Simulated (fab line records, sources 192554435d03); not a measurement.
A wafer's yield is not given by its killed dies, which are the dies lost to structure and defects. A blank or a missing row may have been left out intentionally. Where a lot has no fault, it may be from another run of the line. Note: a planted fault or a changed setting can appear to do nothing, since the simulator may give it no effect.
Split-lot study || flow n5 finfet || on a route of 1938 steps: 7 lots, 21 wafers read

== THE SPLIT ==
At N5_SDB_COAT_05 (resist thk 90 nm), the setting spin rpm was moved away from the recipe's 1500 rpm on 7 of the 21 wafers read, by -8.6% to +6.3%. All remaining wafers had this setting at the recipe value.

== FROM THE SPLIT TO THE READING: what the file shows between them, 3 steps ==
- N5_SDB_EBR_07
- N5_SDB_SOFTBAKE_06: time 60 s
- N5_SDB_DESCUM_16: chemistry O2, time 7.9 s

== THE READING ==
CAR-ArF_of_SDB_COAT_05.thk nm (the simulator's own value, which no gauge read), in nm, at N5_SDB_ETCH_17 (etches SiARC in CF4, target depth 23.4 nm, time 39 s). The file does not state a usual value for it. Here, 14 wafers ran the recipe; their average is 66.7 nm with a standard deviation of 0.26 nm.

{"wafer": "L074.3", "tool, chamber at the split": "litho track-05, 0", "spin rpm as run, rpm": 1500, "against the recipe": "recipe", "CAR-ArF_of_SDB_COAT_05.thk nm, nm": 67, "against lot-mates on the recipe": "-"}
{"wafer": "L074.6", "tool, chamber at the split": "litho track-05, 0", "spin rpm as run, rpm": 1500, "against the recipe": "recipe", "CAR-ArF_of_SDB_COAT_05.thk nm, nm": 67, "against lot-mates on the recipe": "-"}
{"wafer": "L074.5", "tool, chamber at the split": "litho track-05, 0", "spin rpm as run, rpm": 1500, "against the recipe": "recipe", "CAR-ArF_of_SDB_COAT_05.thk nm, nm": 66.8, "against lot-mates on the recipe": "-"}
{"wafer": "L081.1", "tool, chamber at the split": "litho track-03, 0", "spin rpm as run, rpm": 1500, "against the recipe": "recipe", "CAR-ArF_of_SDB_COAT_05.thk nm, nm": 66.6, "against lot-mates on the recipe": "-"}
{"wafer": "L081.2", "tool, chamber at the split": "litho track-03, 0", "spin rpm as run, rpm": 1448, "against the recipe": "-3.5%", "CAR-ArF_of_SDB_COAT_05.thk nm, nm": 68.4, "against lot-mates on the recipe": "+1.9"}
{"wafer": "L081.6", "tool, chamber at the split": "litho track-03, 0", "spin rpm as run, rpm": 1500, "against the recipe": "recipe", "CAR-ArF_of_SDB_COAT_05.thk nm, nm": 66.4, "against lot-mates on the recipe": "-"}
{"wafer": "L082.2", "tool, chamber at the split": "litho track-02, 0", "spin rpm as run, rpm": 1567, "against the recipe": "+4.5%", "CAR-ArF_of_SDB_COAT_05.thk nm, nm": 64.4, "against lot-mates on the recipe": -2.2}
{"wafer": "L082.3", "tool, chamber at the split": "litho track-02, 0", "spin rpm as run, rpm": 1567, "against the recipe": "+4.5%", "CAR-ArF_of_SDB_COAT_05.thk nm, nm": 64.6, "against lot-mates on the recipe": -2.0}
{"wafer": "L082.4", "tool, chamber at the split": "litho track-02, 0", "spin rpm as run, rpm": 1500, "against the recipe": "recipe", "CAR-ArF_of_SDB_COAT_05.thk nm, nm": 66.6, "against lot-mates on the recipe": "-"}
{"wafer": "L089.2", "tool, chamber at the split": "litho track-03, 0", "spin rpm as run, rpm": 1500, "against the recipe": "recipe", "CAR-ArF_of_SDB_COAT_05.thk nm, nm": 66.8, "against lot-mates on the recipe": "-"}
{"wafer": "L089.6", "tool, chamber at the split": "litho track-03, 0", "spin rpm as run, rpm": 1500, "against the recipe": "recipe", "CAR-ArF_of_SDB_COAT_05.thk nm, nm": 66.8, "against lot-mates on the recipe": "-"}
{"wafer": "L089.4", "tool, chamber at the split": "litho track-03, 0", "spin rpm as run, rpm": 1500, "against the recipe": "recipe", "CAR-ArF_of_SDB_COAT_05.thk nm, nm": 67, "against lot-mates on the recipe": "-"}
{"wafer": "L092.1", "tool, chamber at the split": "litho track-02, 0", "spin rpm as run, rpm": 1595, "against the recipe": "+6.3%", "CAR-ArF_of_SDB_COAT_05.thk nm, nm": 64.2, "against lot-mates on the recipe": -2.7}
{"wafer": "L092.3", "tool, chamber at the split": "litho track-02, 0", "spin rpm as run, rpm": 1500, "against the recipe": "recipe", "CAR-ArF_of_SDB_COAT_05.thk nm, nm": 66.8, "against lot-mates on the recipe": "-"}
{"wafer": "L092.5", "tool, chamber at the split": "litho track-02, 0", "spin rpm as run, rpm": 1500, "against the recipe": "recipe", "CAR-ArF_of_SDB_COAT_05.thk nm, nm": 67, "against lot-mates on the recipe": "-"}
{"wafer": "L093.2", "tool, chamber at the split": "litho track-02, 0", "spin rpm as run, rpm": 1500, "against the recipe": "recipe", "CAR-ArF_of_SDB_COAT_05.thk nm, nm": 66.4, "against lot-mates on the recipe": "-"}
{"wafer": "L093.4", "tool, chamber at the split": "litho track-02, 0", "spin rpm as run, rpm": 1500, "against the recipe": "recipe", "CAR-ArF_of_SDB_COAT_05.thk nm, nm": 66.2, "against lot-mates on the recipe": "-"}
{"wafer": "L093.6", "tool, chamber at the split": "litho track-02, 0", "spin rpm as run, rpm": 1551, "against the recipe": "+3.4%", "CAR-ArF_of_SDB_COAT_05.thk nm, nm": 64.8, "against lot-mates on the recipe": -1.5}
{"wafer": "L096.1", "tool, chamber at the split": "litho track-03, 0", "spin rpm as run, rpm": 1500, "against the recipe": "recipe", "CAR-ArF_of_SDB_COAT_05.thk nm, nm": 67, "against lot-mates on the recipe": "-"}
{"wafer": "L096.5", "tool, chamber at the split": "litho track-03, 0", "spin rpm as run, rpm": 1371, "against the recipe": "-8.6%", "CAR-ArF_of_SDB_COAT_05.thk nm, nm": 71.4, "against lot-mates on the recipe": "+4.4"}
{"wafer": "L096.6", "tool, chamber at the split": "litho track-03, 0", "spin rpm as run, rpm": 1371, "against the recipe": "-8.6%", "CAR-ArF_of_SDB_COAT_05.thk nm, nm": 71.2, "against lot-mates on the recipe": "+4.2"}

THE FIT
A straight line over all 21 wafers: CAR-ArF_of_SDB_COAT_05.thk nm changes by -0.504 nm for each +1% of spin rpm; r = -0.99; the points scatter about the line by 0.28 nm.
The same after taking each lot's own level away (the mean of its wafers on the recipe; 21 wafers): -0.483 nm for each +1%; r = -1.00; scatter 0.13 nm.
That fit puts the effect of the largest move of spin rpm on the reading at 4.2 nm.
From 66.30 to 67.00 nm: that is the span of the lots' own levels, equal to 2.7 times the standard deviation above.
So the lot-to-lot level changes the slope little: the two slopes agree.
Check: +4.11 nm against its lot-mates is what the line predicts for one of the wafers moved furthest among these (-8.6%) when that wafer is left out of the fit. Against them it came out at +4.4 nm.

== OTHER SPLITS ON THESE WAFERS ==
These wafers also went through other splits before the reading. Each is held against what the fit with the lots' levels taken away leaves over:
{"other split on the same wafers": "N5_SD_EPI_N_PEB_07 peb temp c", "wafers away from the commonest value": 4, "r with CAR-ArF_of_SDB_COAT_05.thk nm (lot level and that fit taken away)": -0.01}
{"other split on the same wafers": "N5_ILD0_CMP_12 down force psi", "wafers away from the commonest value": 5, "r with CAR-ArF_of_SDB_COAT_05.thk nm (lot level and that fit taken away)": -0.28}

== THE WHOLE CHAIN: every reading that the file lists as answering this split, in the file's order ==
{"step": "N5_SDB_COAT_05", "what it does": "resist thk 90 nm", "reading": "CAR-ArF_of_SDB_COAT_05.thk nm (the simulator's own value, which no gauge read)", "change (the file's fit)": "-0.469 nm for each +1% of the setting", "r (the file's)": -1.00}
{"step": "N5_SDB_ETCH_17", "what it does": "etches SiARC in CF4, target depth 23.4 nm, time 39 s", "reading": "CAR-ArF_of_SDB_COAT_05.thk nm (the simulator's own value, which no gauge read)", "change (the file's fit)": "-0.477 nm for each +1% of the setting", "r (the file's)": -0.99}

== THE FILE'S OWN FIT ==
CAR-ArF_of_SDB_COAT_05.thk nm changes by -0.477 nm for each +1% of spin rpm, r = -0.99.
